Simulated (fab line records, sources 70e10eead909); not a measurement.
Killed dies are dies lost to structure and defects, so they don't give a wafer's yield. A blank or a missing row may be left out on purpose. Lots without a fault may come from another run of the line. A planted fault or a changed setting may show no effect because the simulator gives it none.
One fault seen from 2 desks | flow nand_harc | each desk has only its own numbers; what lay behind them comes last

THE METROLOGY DESK
What the gauges read, lot by lot, whatever tool the lot ran on: means of the sampled wafers that have a number. A lot is out of limits, marked OUT, if its mean lies more than 4 standard deviations from the usual mean; the brackets give that distance.
Columns: A = cd_nm at NHARC_P_CONTACT_CD_MEAS_12, usual 89.6 nm; B = cd_nm at NHARC_P_M0_CD_MEAS_09, usual 89.8 nm
lot  | first seen here | A    | B
L386 | day 5 19:39     | 88.5 | 89.9
L387 | day 5 22:40     | 89.7 | 88.6
L388 | day 6 12:07     | 89.7 | 88.7
L398 | day 8 16:14     | 90.3 | 90.2
L397 | day 8 18:22     | 90.0 | 89.1
L400 | day 9 10:19     | 89.7 | 90.5
L402 | day 9 20:01     | 89.3 | 89.6
L403 | day 10 02:49    | 88.6 | 89.8
L405 | day 10 05:53    | 89.7 | 90.6
L408 | day 11 09:31    | 89.4 | 89.6
L407 | day 11 10:52    | 90.2 | 90.6
This desk's finding: nothing out of limits on any of the 11 lots.

THE TOOL OWNER'S DESK: litho_track-01
The tool's own readings at NHARC_P_M0_PEB_07 (peb time 65 s): means of the sampled wafers that have a number, for each lot that ran on this tool. A lot is out of limits, marked OUT, if its mean lies more than 4 standard deviations from the usual mean; the brackets give that distance.
Columns: A = heater_power_total_W at NHARC_P_M0_PEB_07, usual 156.6 W; B = resist_line_temp_C at NHARC_P_M0_PEB_07, usual 23.00 C
lot  | first seen here | A                | B
L386 | day 6 04:02     | 156.6            | 23.00
L387 | day 6 04:43     | 160.1 (+8.4) OUT | 22.84
L388 | day 6 17:59     | 160.1 (+8.3) OUT | 22.92
L405 | day 10 10:52    | 156.4            | 23.02
This desk's finding: out of limits on L387, L388; first on L387, day 6 04:43 (heater_power_total_W at NHARC_P_M0_PEB_07). In limits: L386, L405.

PUT TOGETHER
The tool owner's desk could have raised an alarm at day 6 04:43, on L387, L388.
The metrology desk saw nothing out of limits.
The metrology desk has L387, L388 on record, within its limits.
Of the lots named, all ran NHARC_P_M0_PEB_07 on litho_track-01.

WHAT THE SIMULATOR HAD PUT IN
Process parameter drift: litho_track-01, from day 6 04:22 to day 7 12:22, at NHARC_P_M0_PEB_07. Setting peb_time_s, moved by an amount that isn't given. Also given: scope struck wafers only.
Lots struck among those shown: L387, L388.
Hours from the fault's start to each desk's first reading out of limits: the tool owner's desk, 0.
